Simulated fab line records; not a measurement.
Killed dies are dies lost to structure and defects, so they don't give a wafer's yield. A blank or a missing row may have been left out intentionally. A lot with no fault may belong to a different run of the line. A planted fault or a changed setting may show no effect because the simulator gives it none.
Which tool is to blame? || flow nand harc || 12 lots with 36 wafers sampled at 2 steps, on a route of 1159 steps

WHAT THE GAUGES READ, wafer by wafer
NHARC_P_M2_OVL_MEAS_10: pitch 340 nm.
{"lot": "L075", "measured": "day 6 16:32", "on": "overlay-02", "overlay y nm (nm)": "-1.0 -0.8 -0.8"}
{"lot": "L077", "measured": "day 7 02:16", "on": "overlay-02", "overlay y nm (nm)": "-0.5 -0.5 0.0"}
{"lot": "L081", "measured": "day 7 19:16", "on": "overlay-02", "overlay y nm (nm)": "1.4 0.4 0.6"}
{"lot": "L079", "measured": "day 7 21:41", "on": "overlay-01", "overlay y nm (nm)": "-0.8 -0.6 0.0"}
{"lot": "L083", "measured": "day 8 06:44", "on": "overlay-01", "overlay y nm (nm)": "-0.4 -1.1 -1.0"}
{"lot": "L087", "measured": "day 9 08:28", "on": "overlay-02", "overlay y nm (nm)": "0.7 0.1 0.3"}
{"lot": "L085", "measured": "day 10 05:20", "on": "overlay-01", "overlay y nm (nm)": "-0.9 -1.1 -0.9"}
{"lot": "L090", "measured": "day 10 13:30", "on": "overlay-01", "overlay y nm (nm)": "-0.9 -0.7 -0.9"}
{"lot": "L091", "measured": "day 10 15:03", "on": "overlay-02", "overlay y nm (nm)": "-0.6 -0.3 0.1"}
{"lot": "L093", "measured": "day 11 00:52", "on": "overlay-01", "overlay y nm (nm)": "-0.8 -0.2 -0.2"}
{"lot": "L095", "measured": "day 11 13:59", "on": "overlay-01", "overlay y nm (nm)": "-1.3 -1.4 -1.8"}
{"lot": "L097", "measured": "day 11 23:18", "on": "overlay-02", "overlay y nm (nm)": "-1.2 -1.2 -1.4"}

EACH LOT AND THE TOOL THAT RAN IT (in order: tool; ch and the chambers of the sampled wafers; start)
{"lot": "L075", "NHARC_P_M1_ETCH_28": "rie diel-04 ch 0,2, day 6 16:32 or earlier"}
{"lot": "L077", "NHARC_P_M1_ETCH_28": "rie diel-12 ch 0,1,3, day 7 02:16 or earlier"}
{"lot": "L081", "NHARC_P_M1_ETCH_28": "rie diel-04 ch 0,1,3, day 7 19:16 or earlier"}
{"lot": "L079", "NHARC_P_M1_ETCH_28": "rie diel-06 ch 1,2, day 7 21:41 or earlier"}
{"lot": "L083", "NHARC_P_M1_ETCH_28": "rie diel-12 ch 0,2,3, day 8 06:44 or earlier"}
{"lot": "L087", "NHARC_P_M1_ETCH_28": "rie diel-12 ch 0,1,3, day 9 08:28 or earlier"}
{"lot": "L085", "NHARC_P_M1_ETCH_28": "rie diel-04 ch 0,2,3, day 10 05:20 or earlier"}
{"lot": "L090", "NHARC_P_M1_ETCH_28": "rie diel-04 ch 0,2, day 10 13:30 or earlier"}
{"lot": "L091", "NHARC_P_M1_ETCH_28": "rie diel-12 ch 0,2,3, day 10 15:03 or earlier"}
{"lot": "L093", "NHARC_P_M1_ETCH_28": "rie diel-12 ch 0,1,2, day 11 00:52 or earlier"}
{"lot": "L095", "NHARC_P_M1_ETCH_28": "rie diel-06 ch 0,2,3, day 11 13:59 or earlier"}
{"lot": "L097", "NHARC_P_M1_ETCH_28": "rie diel-12 ch 1,2, day 11 23:18 or earlier"}
- NHARC_P_M1_ETCH_28: etches the open film in CF4/N2, target depth 30 nm, time 72.99 s.

THE ANSWER, worked out from the rows above alone
Rule: what is usual is taken from the lots themselves. The widest of any qualifying gaps counts: lots, ordered by their means at a reading, are off when they make up no more than a third of the lots, leave a main group of 4 or more, and stand apart from it by 3 or more times the standard deviation of that group's means. Not used: any main group whose means are identical at the precision the tables above print for the reading. Also off: a lot with no number at a reading for which 4 or more lots have one. The other lots that the step has rows for count as sound.
Nothing can be told from this: no lot is off at any reading shown.

WHAT THE SIMULATOR HAD INSERTED
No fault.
